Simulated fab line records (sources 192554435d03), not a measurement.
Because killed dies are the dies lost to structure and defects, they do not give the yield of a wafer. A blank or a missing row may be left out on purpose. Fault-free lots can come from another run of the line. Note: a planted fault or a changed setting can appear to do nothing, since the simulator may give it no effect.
A struck lot beside a sound one + flow n5 finfet + 37 out of 1938 route steps
Sound: these wafers, L583.1, L583.3, L583.6. Struck: wafer L589.1 (L589.3, L589.5, from the same lot, were not struck and are left out); the cause is given at the end.
Per side, at each step with rows, come the tool, then ch with its chambers, and then its first start. Under that, the readings that differ: sound wafers + struck wafers + difference of the means + sigmas: that difference in standard deviations of wafers without a fault.
alike: readings with means less than 2 such deviations apart, plus words and numbers identical on both sides. not compared: withheld readings, readings lacking a value on some wafer, bounds such as >300 that could conceal the same value, and numbers that have no deviation in the record and whose values overlap.
Wherever a step has rows on one side only, a row that says differs or no value, or a row with sigmas, the two part there. Numbers that don't overlap but have no deviation are shown without sigmas and don't part them. A reading that every wafer of one side lacks parts them only if that side has two wafers or more.

first, 8 steps without rows for these wafers: N5_BEOL_M8_SPUTTER_48 (material Cu, target thk 10 nm, time 1.667 s); N5_BEOL_M8_ECD_50 (material Cu, target thk 300 nm); N5_BEOL_M8_ANNEAL_51 (time 90 s); N5_BEOL_M8_CMP_52 (polishes, stops on SiCOH lowk, t overpolish 6.9 s, target thk 80 nm); N5_BEOL_M8_PRE_CLEAN_55 (time 15 s); N5_BEOL_M8_DEP_56 (deposits SiCN from 3MS/NH3, target thk 10 nm, time 17.5 s); N5_BEOL_M9_ILD_DEP_00 (deposits SiCOH lowk from DEMS/porogen, target thk 308.51 nm, time 58 s); N5_BEOL_M9_CURE_71 (cures SiCOH lowk, time 240 s).
N5_BEOL_M9_PECVD_70: deposits SiO2 from TEOS/O2, target thk 20 nm, time 22.7 s.
  sound on pecvd-02 ch 0,2, day 11 18:02; struck on pecvd-02 ch 0, day 13 01:30
| reading                                    | sound          | struck | difference | sigmas |
|--------------------------------------------|----------------|--------|------------|--------|
| model.SiO2_of_BEOL_M9_PECVD_70.thk nm (nm) | 19.2 19.6 19.6 | 16.4   | -3.1       |        |
  alike: heater power w, showerhead plenum p Torr, throttle valve pct
  not compared: susceptor temp C
then, 25 steps without rows for these wafers: N5_BEOL_M9_HM_DEP_02 (deposits TiN, target thk 20 nm); N5_BEOL_M9_COAT_59 (time 60 s, resist thk 100 nm); N5_BEOL_M9_COAT_60 (time 60 s, resist thk 30 nm); N5_BEOL_M9_COAT_05 (resist thk 90 nm); N5_BEOL_M9_EBR_07; N5_BEOL_M9_SOFTBAKE_06 (time 60 s); N5_BEOL_M9_EXPOSE_08 (exposes mask M9); N5_BEOL_M9_PEB_09 (peb time 60 s); N5_BEOL_M9_DEVELOP_10 (develop time 30 s); N5_BEOL_M9_DESCUM_16 (chemistry O2, time 7.9 s); N5_BEOL_M9_ETCH_61 (etches SiARC in CF4, target depth 39 nm, time 65 s); N5_BEOL_M9_ETCH_62 (etches SOC in N2/H2, target depth 110 nm, overetch 22 nm, time 165 s); N5_BEOL_M9_STRIP_68 (strips in N2/H2); N5_BEOL_M9_STRIP_67 (strips in CF4); N5_BEOL_M9_HM_OPEN_17 (chemistry Cl2/BCl3, target TiN, target depth 20 nm, overetch 6 nm); N5_BEOL_M9_STRIP_19 (strips in O2); N5_BEOL_M9_COAT_63 (time 60 s, resist thk 60 nm); N5_BEOL_M9_COAT_64 (time 60 s, resist thk 12 nm); N5_BEOL_M9_COAT_75 (time 60 s, resist thk 5 nm); N5_BEOL_M9_COAT_22 (resist thk 30 nm); N5_BEOL_M9_EBR_24; N5_BEOL_M9_SOFTBAKE_23 (time 60 s); N5_BEOL_M9_EXPOSE_25 (exposes mask V8); N5_BEOL_M9_PEB_26 (peb time 60 s); N5_BEOL_M9_DEVELOP_27 (develop time 30 s).
N5_BEOL_M9_HM_STRIP_39: strips TiN in peroxide tin strip, target depth 25 nm, time 158 s.
  sound on wet bench-06 ch 0,1,6, day 11 21:23; struck on wet bench-04 ch 1, day 13 05:04
| reading                                    | sound        | struck | difference | sigmas |
|--------------------------------------------|--------------|--------|------------|--------|
| model.SiO2_of_BEOL_M9_PECVD_70.thk nm (nm) | 19 19.4 19.4 | 16.2   | -3.1       |        |
N5_BEOL_M9_CMP_52: polishes, stops on SiCOH lowk, t overpolish 7 s, target thk 140 nm.
  sound on cmp-04 ch 0,1,2, day 11 23:05; struck on cmp-03 ch 0, day 13 06:53
| reading                      | sound          | struck | difference | sigmas |
|------------------------------|----------------|--------|------------|--------|
| barrier field endpoint s (s) | 27.9 29.2 28.8 | 25.7   | -2.9       | -3     |
  alike: motor current A, retaining ring pressure frac, slurry flow ml min
-- a jump in the record: the struck wafers' starts before and after are 3 days apart (it breaks off in module BEOL_M9 and resumes in module PASSIVATION, where the first step shown is number 1936 of the route) --
N5_PASSIVATION_PROBE_49:
  sound on prober-01, day 14 08:52; struck on prober-02, day 15 21:25
  alike: defect limited yield, killed_at_M0_to_M3, killed_at_M4_up, killed at contacts, killed at front end, killed at other, killed dies, killed open, killed short, sort_bin_5_function, sort_bin_6_memory, sort n pass, sort yield pct

## WHERE THEY PART
Within this record, at N5_BEOL_M9_CMP_52 only. Later steps at which nothing parts them and some readings are alike: N5_PASSIVATION_PROBE_49.

WHY: what had been put in by the simulator
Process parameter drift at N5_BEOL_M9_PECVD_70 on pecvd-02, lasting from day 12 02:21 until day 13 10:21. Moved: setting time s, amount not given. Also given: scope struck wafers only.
